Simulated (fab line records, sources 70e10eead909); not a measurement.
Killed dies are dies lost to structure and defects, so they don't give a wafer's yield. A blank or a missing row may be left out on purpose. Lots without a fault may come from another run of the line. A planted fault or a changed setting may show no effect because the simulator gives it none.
Chamber matching | flow nand_harc | NHARC_P_ZERO_WELL_DESCUM_13 on rie_diel-13: 4 sister chambers
The step chemistry O2, time 3 s. 8 wafers are shown with their chamber, then 8 later ones without.

WAFERS WITH THEIR CHAMBER
wafer  | chamber | drypump_motor_current_A (A) | oes_product_au (a.u.)
L078.4 | 1       | 6.2                         | 1.001
L080.4 | 0       | 6.3                         | 0.996
L085.4 | 3       | 5.6                         | 0.998
L085.5 | 3       | 5.6                         | 0.994
L090.1 | 1       | 6.2                         | 1.010
L090.2 | 2       | 5.8                         | 1.005
L090.6 | 0       | 6.4                         | 1.001
L092.1 | 2       | 5.8                         | 1.009

WAFERS WITHOUT THEIR CHAMBER
wafer  | drypump_motor_current_A (A) | oes_product_au (a.u.)
L092.3 | 5.6                         | 1.003
L092.5 | 5.6                         | 0.995
L094.1 | 5.6                         | 1.000
L094.5 | 6.3                         | 0.998
L094.6 | 6.2                         | 1.001
L097.1 | 5.8                         | 1.026
L097.2 | 5.6                         | 1.012
L097.4 | 6.3                         | 1.011

WHICH CHAMBER EACH WENT THROUGH
wafer  | from the rows above     | in truth
L092.3 | 3                       | 3
L092.5 | 3                       | 3
L094.1 | 3                       | 3
L094.5 | can't be placed: 0 or 1 | 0
L094.6 | 1                       | 1
L097.1 | 2                       | 2
L097.2 | can't be placed: 3 or 2 | 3
L097.4 | can't be placed: 1 or 0 | 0
Placed correctly: 5 of 8. Can't be placed from these rows: 3 (the true chamber is among the candidates in 3). Placed wrongly: 0.
How it was worked out, from the rows above alone: a wafer's distance from a chamber is the root of the sum, over the readings, of the square of ((its reading less the chamber's mean) divided by the reading's scatter). The wafer belongs to the nearest chamber; if the next one is less than 2 further off, it can't be placed. A chamber's mean is the mean of its shown wafers. The scatter: the root of (the sum of the squares of (reading less its chamber's mean) over the shown wafers, divided by (wafers less chambers)).
